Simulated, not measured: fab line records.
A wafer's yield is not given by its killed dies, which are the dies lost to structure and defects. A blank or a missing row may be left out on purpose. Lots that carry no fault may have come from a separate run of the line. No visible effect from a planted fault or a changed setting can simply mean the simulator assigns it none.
A lot that was struck, set against a sound lot	flow n5-finfet	38 steps out of a route of 1938
Sound: wafers L398.2, L398.3, L398.6. Struck: wafers L405.1, L405.6. (L405.4 of the same lot was not struck and is left out.) The cause comes at the end.
At each step with rows: each side's tool, then ch and its chambers, then its first start. Under that, the readings that differ: sound wafers	struck wafers	difference of the means	sigmas: that difference in standard deviations of wafers without a fault.
alike: readings with means less than 2 such deviations apart, plus words and numbers identical on both sides. not compared: withheld readings, readings lacking a value on some wafer, bounds such as >300 that could conceal the same value, and numbers that have no deviation in the record and whose values overlap.
The two part at a step that has a row with sigmas, a row that says differs or no value, or rows on one side only. Non-overlapping numbers with no deviation appear without sigmas and do not part them. Lack of a reading on every wafer of one side parts them only where that side has two or more wafers.

first, 9 steps without rows for these wafers: N5_BEOL_M4_ANNEAL_95 (time 240 s); N5_BEOL_M4_SPUTTER_96 (material Cu, target thk 4.5 nm, time 8.29 s); N5_BEOL_M4_ECD_50 (material Cu, target thk 300 nm); N5_BEOL_M4_ANNEAL_51 (time 90 s); N5_BEOL_M4_CMP_52 (polishes, stops on SiOC, t overpolish 6.8 s, target thk 40 nm); N5_BEOL_M4_PRE_CLEAN_60 (time 15 s); N5_BEOL_M4_CO_CAP_55 (material Co, precursor CCTBA/H2, target thk 2 nm, time 102.1 s); N5_BEOL_M4_PRE_CLEAN_56 (time 15 s); N5_BEOL_M4_DEP_57 (deposits SiCN from 3MS/NH3, target thk 8 nm, time 14 s).
N5_BEOL_M4_RC_MEAS_101:
  sound on prober-02 ch 0, day 8 23:26; struck on prober-02 ch 0, day 11 08:21
  alike: DIBL_N, DIBL_P, IOFF_N, IOFF_P, ION_N, ION_P, SS_N, SS_P, VT_N, VT_P
then, 24 steps without rows for these wafers: N5_BEOL_M5_ILD_DEP_00 (deposits SiCOH lowk from DEMS/porogen, target thk 140.64 nm, time 25.9 s); N5_BEOL_M5_CURE_79 (cures SiCOH lowk, time 240 s); N5_BEOL_M5_PECVD_70 (deposits SiO2 from TEOS/O2, target thk 16 nm, time 18 s); N5_BEOL_M5_HM_DEP_02 (deposits TiN, target thk 20 nm); N5_BEOL_M5_COAT_59 (time 60 s, resist thk 60 nm); N5_BEOL_M5_COAT_60 (time 60 s, resist thk 12 nm); N5_BEOL_M5_COAT_71 (time 60 s, resist thk 5 nm); N5_BEOL_M5_COAT_05 (resist thk 30 nm); N5_BEOL_M5_EBR_07; N5_BEOL_M5_SOFTBAKE_06 (time 60 s); N5_BEOL_M5_EXPOSE_08 (exposes mask M5, target cd 28 nm); N5_BEOL_M5_PEB_09 (peb time 60 s); N5_BEOL_M5_DEVELOP_10 (develop time 30 s); N5_BEOL_M5_DESCUM_16 (chemistry O2, time 7 s); N5_BEOL_M5_ETCH_72 (etches underlayer in N2/H2, target depth 6.5 nm, time 5.2 s); N5_BEOL_M5_ETCH_61 (etches SiARC in CF4, target depth 15.6 nm, time 26 s); N5_BEOL_M5_ETCH_62 (etches SOC in N2/H2, target depth 75 nm, overetch 15 nm, time 112.5 s); N5_BEOL_M5_STRIP_63 (strips in N2/H2); N5_BEOL_M5_STRIP_73 (strips in N2/H2); N5_BEOL_M5_STRIP_64 (strips in CF4); N5_BEOL_M5_HM_OPEN_17 (chemistry Cl2/BCl3, target TiN, target depth 20 nm, overetch 6 nm); N5_BEOL_M5_STRIP_19 (strips in O2); N5_BEOL_M5_COAT_65 (time 60 s, resist thk 60 nm); N5_BEOL_M5_COAT_66 (time 60 s, resist thk 12 nm).
-- record jumps: 3 days separate the struck wafers' starts on either side; left off in module BEOL_M5, taken up again in module BEOL_M11, whose first shown step is the route's number 1596 --
N5_BEOL_M11_CMP_52: polishes, stops on SiCOH lowk, t overpolish 7 s, target thk 140 nm.
  sound on cmp-02 ch 1,2, day 12 13:23; struck on cmp-02 ch 2,3, day 13 23:05
reading	sound	struck	difference	sigmas
barrier-field-endpoint-s (s)	28.0 28.8 29.5	46.9 46.9	+18.1	+26
overpolish-run-s (s)	6.995 6.999 7.012	0.045 0.036	-6.962	-99 or more
time-to-endpoint-s (s)	59.8 68.0 70.6	85.2 85.6	+19.3	+7
  alike: clearing-platen-rpm, motor-current-A
N5_BEOL_M11_THK_MEAS_53: measures by xrf.
  sound on film-metro-01, day 12 13:38; struck on film-metro-01, day 13 23:21
reading	sound	struck	difference	sigmas
M11_THK (nm)	136 141 138	265 256	+122	+39
N5_BEOL_M11_INSPECT_58: inspects for defects (darkfield).
  sound on defect-inspect-02, day 12 13:47; struck on defect-inspect-02, day 13 23:32
reading	sound	struck	difference	sigmas
raw-defect-count	70 73 89	1029 1037	+956	+46
N5_PASSIVATION_PROBE_49:
  only the struck wafers here have rows in the record (prober-01, day 15 19:14); the sound ones have none

== WHERE THEY PART ==
Earliest at N5_BEOL_M11_CMP_52; latest, in this record, at N5_PASSIVATION_PROBE_49.

WHY: whatever the simulator had introduced
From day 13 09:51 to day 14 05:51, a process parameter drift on cmp-02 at N5_BEOL_M11_CMP_52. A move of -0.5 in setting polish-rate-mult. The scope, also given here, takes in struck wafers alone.
